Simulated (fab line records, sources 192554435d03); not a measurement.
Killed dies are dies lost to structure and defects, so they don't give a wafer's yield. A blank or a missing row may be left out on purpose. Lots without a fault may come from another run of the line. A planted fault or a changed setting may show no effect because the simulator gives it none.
A struck lot beside a sound one | flow n5_finfet | 15 steps out of a route of 1938
Sound: wafers L350.1, L350.4, L350.5. Struck: wafers L355.1, L355.4, L355.5. The cause comes at the end.
At each step with rows: each side's tool, then ch and its chambers, then its first start. Under that, the readings that differ: sound wafers | struck wafers | difference of the means | sigmas: that difference in standard deviations of wafers without a fault.
alike: readings whose means differ by less than 2 such deviations, and words and numbers that are the same on both sides. not compared: withheld readings, readings that some wafer has no value for, bounds like >300 that may hide the same value, and numbers for which the record gives no deviation and whose values overlap.
The two part at a step that has a row with sigmas, a row that says differs or no value, or rows on one side only. Numbers that don't overlap but have no deviation are shown without sigmas and don't part them. A reading that every wafer of one side lacks parts them only if that side has two wafers or more.

first, 8 steps without rows for these wafers: N5_WELL_APT_HMDS_18 (time 60 s); N5_WELL_APT_COAT_19 (resist thk 950 nm); N5_WELL_APT_EBR_21; N5_WELL_APT_SOFTBAKE_20 (time 60 s); N5_WELL_APT_EXPOSE_22 (exposes mask PWELL, defocus 0 nm, target cd 200 nm); N5_WELL_APT_PEB_23 (peb time 90 s); N5_WELL_APT_DEVELOP_24 (develop time 45 s); N5_WELL_APT_HARDBAKE_29 (time 120 s).
N5_WELL_APT_CD_MEAS_25: target cd 200 nm.
  sound on cd_sem-03 ch 0, day 3 14:45; struck on cd_sem-02 ch 0, day 4 20:41
  alike: cd_nm
N5_WELL_APT_OVL_MEAS_26:
  sound on overlay-01 ch 0, day 3 14:47; struck on overlay-02 ch 0, day 4 20:43
  reading        | sound  | struck   | difference | sigmas
  PWELL_OVL (nm) | 1 -3 8 | 13 16 14 | +12        | +2
N5_WELL_APT_INSPECT_27: inspects for defects (macro).
  sound on defect_inspect-02, day 3 14:49; struck on defect_inspect-02, day 4 20:45
  alike: raw_defect_count
N5_WELL_APT_DESCUM_30: chemistry O2, time 7.9 s.
  sound on rie_diel-06 ch 1,3, day 3 14:50; struck on rie_diel-02 ch 0,2, day 4 20:52
  alike: drypump_motor_current_A, oes_product_au, rf_vpp_V, showerhead_plenum_p_Torr, throttle_valve_pct
  not compared: rf_hours_counter_h
N5_WELL_APT_IMPLANT_31:
  sound on implanter-01 ch 0, day 3 14:56; struck on implanter-01 ch 0, day 4 20:58
  reading            | sound                            | struck                           | difference  | sigmas
  dose_ions_cm2      | 1.4994e+13 1.5012e+13 1.5021e+13 | 1.9152e+13 1.9159e+13 1.9163e+13 | +4.1490e+12 | +99 or more
  faraday_current_uA | 187 192 195                      | 243 236 242                      | +49         | +13
then, 1 step without rows for these wafers: N5_WELL_APT_IMPLANT_32.
-- the record jumps here: 11 days lie between the struck wafers' starts before and after (it left off in module WELL_APT and takes up again in module PASSIVATION, whose first step shown is number 1936 of the route) --
N5_PASSIVATION_PROBE_49:
  the record has rows for the struck wafers here (prober-02, day 15 09:16) and none for the sound ones

WHERE THEY PART
First at N5_WELL_APT_OVL_MEAS_26; last, within this record, at N5_PASSIVATION_PROBE_49.

WHY: what the simulator had put in
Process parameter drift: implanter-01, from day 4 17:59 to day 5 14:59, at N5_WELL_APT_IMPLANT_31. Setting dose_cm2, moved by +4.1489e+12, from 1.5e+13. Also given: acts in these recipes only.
